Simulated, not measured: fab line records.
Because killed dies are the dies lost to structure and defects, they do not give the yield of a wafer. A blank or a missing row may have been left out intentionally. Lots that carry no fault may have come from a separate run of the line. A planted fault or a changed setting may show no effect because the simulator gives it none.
A lot that was struck, set against a sound lot    flow n5Finfet    38 out of 1938 route steps
Sound: the wafers L856.3, L856.4. The struck wafers were L847.3, L847.4, L847.5. The cause comes at the end.
Per side, at each step with rows, come the tool, then ch with its chambers, and then its first start. Under that, the readings that differ: sound wafers    struck wafers    difference of the means    sigmas: that difference in standard deviations of wafers without a fault.
alike: same words and numbers on both sides, and readings whose means sit less than 2 such deviations apart. not compared: any withheld reading, any reading some wafer has no value for, any bound like >300 that may hide the same value, and any number with overlapping values for which the record gives no deviation.
The two part at a step that has a row with sigmas, a row that says differs or no value, or rows on one side only. Non-overlapping numbers with no deviation appear without sigmas and do not part them. A reading that every wafer of one side lacks parts them only if that side has two wafers or more.

first, 9 steps without rows for these wafers: N5_BEOL_M4_ANNEAL_95 (time 240 s); N5_BEOL_M4_SPUTTER_96 (material Cu, target thk 4.5 nm, time 8.29 s); N5_BEOL_M4_ECD_50 (material Cu, target thk 300 nm); N5_BEOL_M4_ANNEAL_51 (time 90 s); N5_BEOL_M4_CMP_52 (polishes, stops on SiOC, t overpolish 6.8 s, target thk 40 nm); N5_BEOL_M4_PRE_CLEAN_60 (time 15 s); N5_BEOL_M4_CO_CAP_55 (material Co, precursor CCTBA/H2, target thk 2 nm, time 102.1 s); N5_BEOL_M4_PRE_CLEAN_56 (time 15 s); N5_BEOL_M4_DEP_57 (deposits SiCN from 3MS/NH3, target thk 8 nm, time 14 s).
N5_BEOL_M4_RC_MEAS_101:
  sound on prober-02 ch 0, day 15 22:24; struck on prober-01 ch 0, day 13 10:53
  alike: DIBL_N, DIBL_P, IOFF_N, IOFF_P, ION_N, ION_P, SS_N, SS_P, VT_N, VT_P
then, 24 steps without rows for these wafers: N5_BEOL_M5_ILD_DEP_00 (deposits SiCOH lowk from DEMS/porogen, target thk 140.64 nm, time 25.9 s); N5_BEOL_M5_CURE_79 (cures SiCOH lowk, time 240 s); N5_BEOL_M5_PECVD_70 (deposits SiO2 from TEOS/O2, target thk 16 nm, time 18 s); N5_BEOL_M5_HM_DEP_02 (deposits TiN, target thk 20 nm); N5_BEOL_M5_COAT_59 (time 60 s, resist thk 60 nm); N5_BEOL_M5_COAT_60 (time 60 s, resist thk 12 nm); N5_BEOL_M5_COAT_71 (time 60 s, resist thk 5 nm); N5_BEOL_M5_COAT_05 (resist thk 30 nm); N5_BEOL_M5_EBR_07; N5_BEOL_M5_SOFTBAKE_06 (time 60 s); N5_BEOL_M5_EXPOSE_08 (exposes mask M5, target cd 28 nm); N5_BEOL_M5_PEB_09 (peb time 60 s); N5_BEOL_M5_DEVELOP_10 (develop time 30 s); N5_BEOL_M5_DESCUM_16 (chemistry O2, time 7 s); N5_BEOL_M5_ETCH_72 (etches underlayer in N2/H2, target depth 6.5 nm, time 5.2 s); N5_BEOL_M5_ETCH_61 (etches SiARC in CF4, target depth 15.6 nm, time 26 s); N5_BEOL_M5_ETCH_62 (etches SOC in N2/H2, target depth 75 nm, overetch 15 nm, time 112.5 s); N5_BEOL_M5_STRIP_63 (strips in N2/H2); N5_BEOL_M5_STRIP_73 (strips in N2/H2); N5_BEOL_M5_STRIP_64 (strips in CF4); N5_BEOL_M5_HM_OPEN_17 (chemistry Cl2/BCl3, target TiN, target depth 20 nm, overetch 6 nm); N5_BEOL_M5_STRIP_19 (strips in O2); N5_BEOL_M5_COAT_65 (time 60 s, resist thk 60 nm); N5_BEOL_M5_COAT_66 (time 60 s, resist thk 12 nm).
N5_BEOL_M9_ANNEAL_51: time 90 s.
  struck on rtpAnneal-02, day 15 07:06; sound on rtpAnneal-02 ch 0, day 17 19:19
  no value came back on the struck wafers for annealTempC (C), annealTempCMax, wafer_temp_C_max; on the sound wafers annealTempC (C) reads 224.98 225.02
N5_BEOL_M9_CMP_52: polishes, stops on SiCOH lowk, t overpolish 7 s, target thk 140 nm.
  sound on cmp-03 ch 2,3, day 17 19:38; struck on cmp-02 ch 2,3, day 15 07:19
reading                    sound      struck          difference  sigmas
barrierFieldEndpointS (s)  28.9 28.5  34.4 34.5 35.1  +6.0        +7
timeToEndpointS (s)        65 64      85 85 86        +21         +5
  alike: motorCurrentA, overpolishRunS
-- a jump in the record: the struck wafers' starts before and after are 2 days apart (it breaks off in module BEOL_M9 and resumes in module BEOL_M15, where the first step shown is number 1830 of the route) --
N5_BEOL_M15_RC_MEAS_101:
  sound on prober-01 ch 0, day 19 09:51; struck on prober-02 ch 0, day 17 08:37
reading                     sound            struck                     difference  sigmas
COMB_M12_max_site (S/m)     6.4e-12 7.4e-12  1.3e-11 1.26e-11 1.15e-11  +5.5e-12    +3
COMB_M15 (S/m)              1.4e-12 1.8e-12  3.2e-12 2.9e-12 4e-12      +1.8e-12    +3
SERP_M13 (ohm/um)           0.332 0.336      0.313 0.313 0.314          -0.021      -2
SERP_M13_max_site (ohm/um)  0.335 0.342      0.315 0.316 0.318          -0.022      -3
  alike: COMB_M10, COMB_M11, COMB_M12, COMB_M13, COMB_M14, COMB_M5, COMB_M6, COMB_M7, COMB_M8, COMB_M8_max_site, SERP_M10, SERP_M10_max_site, SERP_M11, SERP_M12, SERP_M14, SERP_M5, SERP_M6, SERP_M7, SERP_M8, SERP_M9, SERP_M9_max_site
  not compared: COMB_M9, COMB_M9_max_site
N5_PASSIVATION_PROBE_49:
  sound on prober-01, day 20 01:02; struck on prober-02, day 17 23:56
reading                 sound      struck          difference  sigmas
defectLimitedYield (%)  92.1 91.8  54.4 85.3 62.9  -24.4       -17
killed_at_M4_up         21 15      454 90 363      +284        +54
killedDies              93 97      538 174 438     +288        +17
killedOnRim             11 16      152 18 152      +94         +22
sortNPass               1087 1083  642 1006 742    -288        -17
sortYieldPct (%)        92.1 91.8  54.4 85.3 62.9  -24.4       -17
  alike: killed_at_M0_to_M3, killedAtContacts, killedAtFrontEnd, killedAtOther, killedOpen, killedShort, sort_bin_4_leakage, sort_bin_5_function, sort_bin_6_memory

== WHERE THEY PART ==
First at N5_BEOL_M9_ANNEAL_51; last, within this record, at N5_PASSIVATION_PROBE_49.

WHY: what the simulator had put in
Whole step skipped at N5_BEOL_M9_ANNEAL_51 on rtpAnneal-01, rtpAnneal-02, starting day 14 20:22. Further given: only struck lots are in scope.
